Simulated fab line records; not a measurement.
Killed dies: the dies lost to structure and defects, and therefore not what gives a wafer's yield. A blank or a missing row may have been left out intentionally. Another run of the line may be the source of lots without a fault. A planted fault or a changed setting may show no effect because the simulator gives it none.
Chamber matching    flow n5Finfet    N5_BEOL_M10_CURE_71 on uvCure-01: 3 sister chambers
The step cures SiCOH lowk, time 240 s. 6 wafers are shown with their chamber, then 10 later ones without.

WAFERS WITH THEIR CHAMBER
wafer   chamber  wafer_temp_C_max  lampPowerPct (%)
L084.3  0        388.0             52.40
L084.4  0        387.6             52.33
L088.5  1        385.9             52.27
L088.6  1        385.9             52.25
L089.2  2        386.3             52.34
L089.3  2        386.7             52.34

WAFERS WITH NO CHAMBER GIVEN
wafer   wafer_temp_C_max  lampPowerPct (%)
L089.5  386.4             52.32
L091.2  386.7             52.26
L091.4  386.4             52.33
L091.6  386.3             52.34
L092.2  386.9             52.32
L092.4  386.3             52.35
L092.6  386.8             52.37
L096.2  385.7             52.34
L096.4  386.4             52.36
L096.6  386.4             52.25

WHICH CHAMBER EACH ONE RAN IN
wafer    from the rows above       in truth
L089.5   2                         2
L091.2   can't be placed: 2 or 1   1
L091.4   2                         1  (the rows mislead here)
L091.6   2                         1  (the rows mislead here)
L092.2   2                         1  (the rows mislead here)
L092.4   2                         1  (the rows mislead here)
L092.6   2                         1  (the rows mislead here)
L096.2   can't be placed: 1 or 2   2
L096.4   2                         2
L096.6   can't be placed: 1 or 2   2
2 of 10 placed correctly. Unplaceable from these rows: 3, with the true chamber sitting among the candidates in 3. Placed wrongly: 5.
How it was worked out, from the rows above alone: a wafer's distance from a chamber is the root of the sum, over the readings, of the square of ((its reading less the chamber's mean) divided by the reading's scatter). If the next closest chamber is less than 2 further off than the closest, the wafer can't be placed; otherwise it belongs to the closest. For every chamber, the mean is computed from those of its wafers that are shown. The scatter: the root of (the sum of the squares of (reading less its chamber's mean) over the shown wafers, divided by (wafers less chambers)).
